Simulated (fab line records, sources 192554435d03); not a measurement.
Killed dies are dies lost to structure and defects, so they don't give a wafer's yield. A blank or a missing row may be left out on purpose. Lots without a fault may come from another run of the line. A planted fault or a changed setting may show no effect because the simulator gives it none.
Chamber matching | flow n5_finfet | N5_FIN_SAQP_MANDREL2_REMOVE_60 on rie_si-04: 4 sister chambers
The step chemistry HBr/Cl2/O2, target a-Si, stops on SiNx, bt time 10 s. 24 wafers are shown with their chamber, then 12 later ones without.

WAFERS WITH THEIR CHAMBER
wafer  | chamber | throttle_valve_pct (%) | drypump_motor_current_A (A) | oes_product_au (a.u.)
L074.1 | 1       | 36.7                   | 5.7                         | 0.960
L074.3 | 0       | 36.4                   | 5.7                         | 1.004
L074.6 | 1       | 36.8                   | 5.7                         | 0.966
L076.1 | 3       | 37.4                   | 5.6                         | 1.011
L076.2 | 0       | 36.4                   | 5.7                         | 1.002
L076.3 | 1       | 36.7                   | 5.7                         | 0.961
L076.4 | 2       | 36.3                   | 5.8                         | 0.999
L076.5 | 1       | 36.7                   | 5.7                         | 0.958
L076.6 | 2       | 36.3                   | 5.8                         | 0.994
L077.1 | 0       | 36.3                   | 5.7                         | 1.011
L077.4 | 1       | 36.7                   | 5.7                         | 0.971
L077.5 | 3       | 37.4                   | 5.6                         | 1.016
L078.1 | 2       | 36.3                   | 5.8                         | 1.008
L078.3 | 3       | 37.4                   | 5.6                         | 1.022
L078.4 | 1       | 36.8                   | 5.7                         | 0.969
L083.1 | 3       | 37.4                   | 5.7                         | 1.016
L083.2 | 0       | 36.3                   | 5.7                         | 1.017
L083.3 | 1       | 36.7                   | 5.7                         | 0.967
L083.4 | 2       | 36.3                   | 5.8                         | 1.012
L083.5 | 2       | 36.3                   | 5.8                         | 1.010
L083.6 | 3       | 37.4                   | 5.6                         | 1.026
L084.1 | 1       | 36.7                   | 5.7                         | 0.959
L084.4 | 3       | 37.4                   | 5.7                         | 1.011
L084.6 | 0       | 36.4                   | 5.7                         | 1.007

SIGNATURES (means of the wafers above)
reading                 | chamber 0 | chamber 1 | chamber 2 | chamber 3 | scatter within a chamber
throttle_valve_pct      | 36.360    | 36.725    | 36.300    | 37.400    | 0.0367
drypump_motor_current_A | 5.700     | 5.700     | 5.800     | 5.633     | 0.0258
oes_product_au          | 1.00820   | 0.96387   | 1.00460   | 1.01700   | 0.00606
Rule: a wafer's distance from a chamber is the root of the sum, over the readings, of the square of ((its reading less the chamber's mean) divided by the reading's scatter). The wafer belongs to the nearest chamber; if the next one is less than 2 further off, it can't be placed. The scatter: the root of (the sum of the squares of (reading less its chamber's mean) over the shown wafers, divided by (wafers less chambers)).

WAFERS WITHOUT THEIR CHAMBER
wafer  | throttle_valve_pct (%) | drypump_motor_current_A (A) | oes_product_au (a.u.)
L085.2 | 37.4                   | 5.7                         | 1.018
L085.3 | 36.3                   | 5.8                         | 1.011
L085.4 | 36.4                   | 5.7                         | 1.008
L088.1 | 37.4                   | 5.6                         | 1.006
L088.3 | 36.3                   | 5.7                         | 1.008
L088.6 | 36.3                   | 5.7                         | 1.012
L089.2 | 36.3                   | 5.7                         | 1.004
L089.3 | 37.4                   | 5.6                         | 1.017
L089.6 | 36.7                   | 5.7                         | 0.955
L096.2 | 37.4                   | 5.6                         | 1.022
L096.4 | 36.3                   | 5.7                         | 1.005
L096.5 | 36.3                   | 5.7                         | 1.013

WHICH CHAMBER EACH WENT THROUGH
wafer  | from the rows above | in truth
L085.2 | 3                   | 3
L085.3 | 2                   | 2
L085.4 | 0                   | 0
L088.1 | 3                   | 3
L088.3 | 0                   | 0
L088.6 | 0                   | 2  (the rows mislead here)
L089.2 | 0                   | 0
L089.3 | 3                   | 3
L089.6 | 1                   | 1
L096.2 | 3                   | 3
L096.4 | 0                   | 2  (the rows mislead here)
L096.5 | 0                   | 0
Placed correctly: 10 of 12. Can't be placed from these rows: 0. Placed wrongly: 2.
